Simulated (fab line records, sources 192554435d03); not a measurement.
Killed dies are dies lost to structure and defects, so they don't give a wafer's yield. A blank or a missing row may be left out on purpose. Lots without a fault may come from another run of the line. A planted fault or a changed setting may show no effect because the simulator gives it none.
Split-lot experiment | flow n5_finfet | 7 lots, 39 wafers read, on a route of 1938 steps

THE SPLIT
At N5_MOL_CONTACT_COAG_PRECLEAN_111 (cleans in NF3:NH3, afs cycles 1, time 20 s, sublimation time 60 s), the setting time_s was moved away from the recipe's 20 s on 9 of the 39 wafers read, by -36.2% to +37.6%. The other wafers ran this setting at the recipe's value.

The reading is taken at the split's own step.

THE READING
SiNx_of_SPACER0_ALD_07.thk_nm (the simulator's own value, which no gauge read), in nm, at N5_MOL_CONTACT_COAG_PRECLEAN_111 (cleans in NF3:NH3, afs cycles 1, time 20 s, sublimation time 60 s). The file gives no usual value for it. The 30 wafers here that ran the recipe average 1.1 nm, standard deviation 0.098 nm.

wafer  | tool, chamber at the split | time_s as run, s | against the recipe | SiNx_of_SPACER0_ALD_07.thk_nm, nm | against lot-mates on the recipe
L076.1 | remote_plasma-02, 0        | 27.52            | +37.6%             | 0.8                               | -0.4
L076.2 | remote_plasma-02, 0        | 27.52            | +37.6%             | 0.8                               | -0.4
L076.3 | remote_plasma-02, 0        | 27.52            | +37.6%             | 0.8                               | -0.4
L076.4 | remote_plasma-02, 0        | 20               | recipe             | 1.2                               | -
L076.5 | remote_plasma-02, 0        | 20               | recipe             | 1.2                               | -
L076.6 | remote_plasma-02, 0        | 20               | recipe             | 1.2                               | -
L084.1 | remote_plasma-01, 0        | 12.76            | -36.2%             | 1.4                               | +0.2
L084.2 | remote_plasma-01, 0        | 12.76            | -36.2%             | 1.4                               | +0.2
L084.3 | remote_plasma-01, 0        | 12.76            | -36.2%             | 1.4                               | +0.2
L084.4 | remote_plasma-01, 0        | 20               | recipe             | 1.2                               | -
L084.5 | remote_plasma-01, 0        | 20               | recipe             | 1.2                               | -
L084.6 | remote_plasma-01, 0        | 20               | recipe             | 1.2                               | -
L085.1 | remote_plasma-01, 0        | 20               | recipe             | 1.2                               | -
L085.3 | remote_plasma-01, 0        | 20               | recipe             | 1.2                               | -
L085.5 | remote_plasma-01, 0        | 20               | recipe             | 1.2                               | -
L085.2 | remote_plasma-01, 0        | 25.14            | +25.7%             | 1                                 | -0.2
L085.4 | remote_plasma-01, 0        | 25.14            | +25.7%             | 1                                 | -0.2
L085.6 | remote_plasma-01, 0        | 25.14            | +25.7%             | 1                                 | -0.2
L088.1 | remote_plasma-01, 0        | 20               | recipe             | 1                                 | -
L088.4 | remote_plasma-01, 0        | 20               | recipe             | 1                                 | -
L088.6 | remote_plasma-01, 0        | 20               | recipe             | 1                                 | -
L088.2 | remote_plasma-01, 0        | 20               | recipe             | 1.2                               | -
L088.3 | remote_plasma-01, 0        | 20               | recipe             | 1.2                               | -
L088.5 | remote_plasma-01, 0        | 20               | recipe             | 1.2                               | -
L095.1 | remote_plasma-02, 0        | 20               | recipe             | 1                                 | -
L095.3 | remote_plasma-02, 0        | 20               | recipe             | 1                                 | -
L095.6 | remote_plasma-02, 0        | 20               | recipe             | 1                                 | -
L096.1 | remote_plasma-02, 1        | 20               | recipe             | 1                                 | -
L096.2 | remote_plasma-02, 1        | 20               | recipe             | 1                                 | -
L096.3 | remote_plasma-02, 1        | 20               | recipe             | 1                                 | -
L096.4 | remote_plasma-02, 1        | 20               | recipe             | 1                                 | -
L096.5 | remote_plasma-02, 1        | 20               | recipe             | 1                                 | -
L096.6 | remote_plasma-02, 1        | 20               | recipe             | 1                                 | -
L097.1 | remote_plasma-02, 1        | 20               | recipe             | 1                                 | -
L097.2 | remote_plasma-02, 1        | 20               | recipe             | 1                                 | -
L097.3 | remote_plasma-02, 1        | 20               | recipe             | 1                                 | -
L097.4 | remote_plasma-02, 1        | 20               | recipe             | 1                                 | -
L097.5 | remote_plasma-02, 1        | 20               | recipe             | 1                                 | -
L097.6 | remote_plasma-02, 1        | 20               | recipe             | 1                                 | -

THE FIT
A straight line over all 39 wafers: SiNx_of_SPACER0_ALD_07.thk_nm changes by -0.00724 nm for each +1% of time_s; r = -0.78; the points scatter about the line by 0.094 nm.
The same after taking each lot's own level away (the mean of its wafers on the recipe; 39 wafers): -0.00799 nm for each +1%; r = -0.93; scatter 0.054 nm.
On that fit, the largest move of time_s shifts the reading by 0.3 nm.
The lots' own levels span 1.00 to 1.20 nm, that is 2.0 times the standard deviation above.
So the lot-to-lot level blurs the effect unless lot-mates are compared.
Check: with one of the wafers moved furthest among these (+37.6%) left out of the fit, the line predicts -0.299 nm for it against its lot-mates. It came out at -0.4 nm against them.

OTHER SPLITS ON THESE WAFERS
These wafers also went through other splits before the reading. Each is held against what the fit with the lots' levels taken away leaves over:
other split on the same wafers          | wafers away from the commonest value | r with SiNx_of_SPACER0_ALD_07.thk_nm (lot level and that fit taken away)
N5_ZERO_LAYER_DEVELOP_10 develop_time_s | 18                                   | +0.01
N5_FIN_SAQP_HM_DEP_72 time_s            | 15                                   | +0.09
N5_SD_EPI_N_ETCH_45 target_depth_a      | 18                                   | +0.10
N5_SDB_ALD_29 ald_cycles                | 12                                   | -0.08

THE FILE'S OWN FIT
SiNx_of_SPACER0_ALD_07.thk_nm changes by -0.0081 nm for each +1% of time_s, r = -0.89.
